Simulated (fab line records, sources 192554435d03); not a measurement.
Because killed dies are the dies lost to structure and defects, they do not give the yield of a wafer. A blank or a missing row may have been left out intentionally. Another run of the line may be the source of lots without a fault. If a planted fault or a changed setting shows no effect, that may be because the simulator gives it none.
What tool caused it?    flow n5 finfet    18 lots, 54 wafers sampled, at 4 steps of a route of 1938

== WHAT EACH GAUGE READ, for each wafer ==
N5_BEOL_M8_INSPECT_58: inspects for defects (darkfield).
lot   measured      on                 raw defect count
L075  day 10 09:37  defect inspect-02  100 73 171
L074  day 10 15:24  defect inspect-02  110 62 86
L077  day 10 19:14  defect inspect-01  79 53 90
L079  day 11 08:12  defect inspect-02  67 60 70
L080  day 11 09:13  defect inspect-02  131 60 70
L078  day 11 09:29  defect inspect-02  99 86 109
L082  day 11 09:45  defect inspect-02  48 50 61
L081  day 11 17:20  defect inspect-02  87 162 86
L083  day 12 11:29  defect inspect-01  78 64 80
L084  day 13 06:39  defect inspect-02  125 95 56
L085  day 13 07:28  defect inspect-01  86 58 71
L091  day 13 21:20  defect inspect-02  101 53 64
L090  day 14 03:08  defect inspect-01  84 92 50
L092  day 14 05:18  defect inspect-01  41 47 37
L093  day 14 09:32  defect inspect-02  78 42 77
L094  day 15 06:53  defect inspect-02  98 47 49
L095  day 15 14:14  defect inspect-02  48 77 63
L097  day 15 22:24  defect inspect-01  65 41 39

== WHICH TOOL RAN EACH LOT (tool, then ch and the chambers of the sampled wafers, then the start) ==
lot   N5_BEOL_M8_ETCH_65                  N5_BEOL_M8_VIA_ETCH_34              N5_BEOL_M8_SPUTTER_48
L075  rie diel-05 ch 0,3, day 10 06:11    rie diel-05 ch 0,3, day 10 06:19    pvd sputter-03, day 10 07:56
L074  rie diel-01 ch 0,1,3, day 10 12:25  rie diel-01 ch 0,1,3, day 10 12:33  pvd sputter-01, day 10 14:17
L077  rie diel-06 ch 0,1,2, day 10 15:35  rie diel-06 ch 0,1,2, day 10 15:43  pvd sputter-02, day 10 17:25
L079  rie diel-06 ch 0,1,3, day 11 04:13  rie diel-06 ch 0,1,3, day 11 04:21  pvd sputter-02, day 11 06:53
L080  rie diel-01 ch 0,2,3, day 11 04:38  rie diel-01 ch 0,2,3, day 11 04:46  pvd sputter-03, day 11 07:05
L078  rie diel-06 ch 0,2, day 11 04:40    rie diel-06 ch 0,2, day 11 04:47    pvd sputter-03, day 11 07:37
L082  rie diel-01 ch 1,2,3, day 11 06:24  rie diel-01 ch 1,2,3, day 11 06:32  pvd sputter-02, day 11 07:56
L081  rie diel-05 ch 2,3, day 11 14:23    rie diel-05 ch 2,3, day 11 14:31    pvd sputter-01, day 11 16:08
L083  rie diel-06 ch 2,3, day 12 06:39    rie diel-06 ch 2,3, day 12 06:47    pvd sputter-03, day 12 10:01
L084  rie diel-06 ch 0,2,3, day 13 03:47  rie diel-06 ch 0,2,3, day 13 03:55  pvd sputter-01, day 13 05:41
L085  rie diel-06 ch 0,3, day 13 04:11    rie diel-06 ch 0,3, day 13 04:19    pvd sputter-03, day 13 05:58
L091  rie diel-05 ch 0,1,3, day 13 17:07  rie diel-05 ch 0,1,3, day 13 17:15  pvd sputter-01, day 13 20:23
L090  rie diel-01 ch 0,1,3, day 13 23:56  rie diel-01 ch 0,1,3, day 14 00:04  pvd sputter-02, day 14 02:10
L092  rie diel-05 ch 0,2,3, day 14 02:23  rie diel-05 ch 0,2,3, day 14 02:31  pvd sputter-01, day 14 04:11
L093  rie diel-05 ch 1,2,3, day 14 06:30  rie diel-05 ch 1,2,3, day 14 06:38  pvd sputter-02, day 14 08:19
L094  rie diel-06 ch 0,2,3, day 15 03:56  rie diel-06 ch 0,2,3, day 15 04:03  pvd sputter-02, day 15 05:56
L095  rie diel-06 ch 0,3, day 15 11:05    rie diel-06 ch 0,3, day 15 11:13    pvd sputter-03, day 15 13:16
L097  rie diel-05 ch 1,2,3, day 15 18:49  rie diel-05 ch 1,2,3, day 15 18:57  pvd sputter-02, day 15 21:02
- N5_BEOL_M8_ETCH_65: etches SiARC in CF4, target depth 15.6 nm, time 26 s.
- N5_BEOL_M8_VIA_ETCH_34: etches SiCOH lowk in C4F6/O2, target depth 125.5 nm, time 50.5 s.
- N5_BEOL_M8_SPUTTER_48: material Cu, target thk 10 nm, time 1.667 s.

== AS READ BY THE TOOLS THEMSELVES (means over the sampled wafers that have a number; for cases with no such wafer, the mark the record gives instead) ==
N5_BEOL_M8_ETCH_65.
lot   tool         bias w (W)  drypump motor current A (A)  etch rf on time s (s)  mfc ar sccm (sccm)  oes product au (a.u.)  rf fwd power W (W)  rf vpp V (V)  showerhead plenum p Torr (Torr)  throttle valve pct (%)
L075  rie diel-05  36.07       5.9                          25.8                   100.1               0.71                   533.3               184.6         2.17                             15.31
L074  rie diel-01  36.08       5.7                          25.9                   99.7                0.66                   532.3               185.2         2.17                             15.66
L077  rie diel-06  36.00       5.5                          26.2                   99.8                0.64                   532.3               184.3         2.14                             15.66
L079  rie diel-06  36.09       5.5                          26.0                   100.3               0.67                   530.6               183.9         2.12                             15.70
L080  rie diel-01  36.12       5.3                          25.5                   100.1               0.69                   530.6               184.3         2.17                             15.56
L078  rie diel-06  36.04       5.3                          25.8                   100.1               0.65                   532.3               185.0         2.17                             15.70
L082  rie diel-01  36.02       5.5                          25.9                   99.6                0.67                   533.0               184.8         2.17                             15.63
L081  rie diel-05  36.01       6.1                          25.5                   99.9                0.76                   533.9               184.6         2.15                             15.50
L083  rie diel-06  35.96       5.2                          25.7                   100.2               0.75                   534.0               184.3         2.21                             15.47
L084  rie diel-06  35.94       5.2                          25.4                   99.7                0.70                   533.1               184.8         2.19                             15.60
L085  rie diel-06  35.96       5.3                          25.6                   100.3               0.67                   530.5               184.6         2.15                             15.75
L091  rie diel-05  35.98       6.0                          25.7                   100.0               0.71                   531.9               184.4         2.13                             15.47
L090  rie diel-01  36.06       5.7                          25.6                   99.9                0.72                   531.4               184.4         2.16                             15.57
L092  rie diel-05  36.04       5.9                          26.0                   99.6                0.70                   533.5               183.8         2.13                             15.51
L093  rie diel-05  35.98       6.0                          25.5                   100.1               0.72                   533.0               183.3         2.10                             15.60
L094  rie diel-06  36.06       5.2                          25.7                   99.7                0.67                   530.7               185.5         2.18                             15.63
L095  rie diel-06  36.05       5.2                          25.7                   99.9                0.69                   530.6               183.9         2.17                             15.67
L097  rie diel-05  36.07       6.0                          25.7                   100.0               0.70                   532.2               183.6         2.10                             15.62

N5_BEOL_M8_VIA_ETCH_34.
lot   tool         bias w (W)  drypump motor current A (A)  mfc ar sccm (sccm)  oes product au (a.u.)  rf fwd power W (W)  rf vpp V (V)  showerhead plenum p Torr (Torr)  throttle valve pct (%)
L075  rie diel-05  185.2       5.9                          300.9               0.84                   342.2               655           2.89                             20.67
L074  rie diel-01  185.4       5.7                          300.4               0.78                   340.9               661           2.89                             20.93
L077  rie diel-06  185.4       5.6                          300.7               0.76                   341.2               663           2.84                             20.90
L079  rie diel-06  185.3       5.5                          300.2               0.78                   341.4               665           2.81                             20.97
L080  rie diel-01  185.1       5.3                          299.9               0.80                   340.4               668           2.89                             20.83
L078  rie diel-06  185.0       5.3                          299.7               0.76                   341.1               666           2.87                             20.90
L082  rie diel-01  185.1       5.5                          300.2               0.79                   341.9               673           2.89                             20.94
L081  rie diel-05  184.6       6.1                          300.1               0.89                   341.5               662           2.86                             20.84
L083  rie diel-06  184.8       5.2                          299.9               0.88                   341.1               680           2.93                             20.80
L084  rie diel-06  184.6       5.2                          299.8               0.80                   340.0               673           2.90                             20.86
L085  rie diel-06  185.2       5.3                          300.9               0.78                   339.6               668           2.84                             21.03
L091  rie diel-05  184.4       5.9                          300.2               0.82                   343.8               663           2.84                             20.78
L090  rie diel-01  185.1       5.7                          299.7               0.84                   340.6               659           2.87                             20.86
L092  rie diel-05  185.6       5.9                          299.0               0.81                   341.2               661           2.83                             20.82
L093  rie diel-05  185.0       6.0                          300.6               0.85                   341.4               670           2.79                             20.90
L094  rie diel-06  185.2       5.2                          300.4               0.79                   340.3               673           2.89                             20.90
L095  rie diel-06  185.4       5.2                          300.6               0.80                   339.7               675           2.87                             20.99
L097  rie diel-05  185.3       6.0                          299.3               0.83                   341.6               671           2.79                             20.91

N5_BEOL_M8_SPUTTER_48.
lot   tool            throttle valve pct (%)
L075  pvd sputter-03  30.4
L074  pvd sputter-01  30.1
L077  pvd sputter-02  31.1
L079  pvd sputter-02  30.4
L080  pvd sputter-03  31.3
L078  pvd sputter-03  30.8
L082  pvd sputter-02  32.1
L081  pvd sputter-01  30.1
L083  pvd sputter-03  30.9
L084  pvd sputter-01  30.0
L085  pvd sputter-03  30.9
L091  pvd sputter-01  30.4
L090  pvd sputter-02  31.0
L092  pvd sputter-01  30.1
L093  pvd sputter-02  31.0
L094  pvd sputter-02  31.5
L095  pvd sputter-03  30.9
L097  pvd sputter-02  31.1

== THE ANSWER, worked out from the rows above alone ==
Rule: usual is defined by the lots themselves. Put in order of their means at a reading, lots are off if they are a third of the lots or fewer, leave a main group of 4 or more, and stand apart from it by a gap of 3 or more times the standard deviation of the main group's means; of several such gaps the widest counts. Not used: any main group whose means are identical at the precision the tables above print for the reading. A lot without any number at a reading at which 4 lots or more have one is off too. Any other lot the step has rows for is counted as sound. First the gauges in route order, then the tools' own readings, where a lot's mean is used as printed above. At the first step where some lot is off, the reading lying furthest off is the one used; lots without a number count as furthest.
Across all readings shown, no lot is off: no conclusion can be drawn from this.

== WHAT THE SIMULATOR HAD INSERTED ==
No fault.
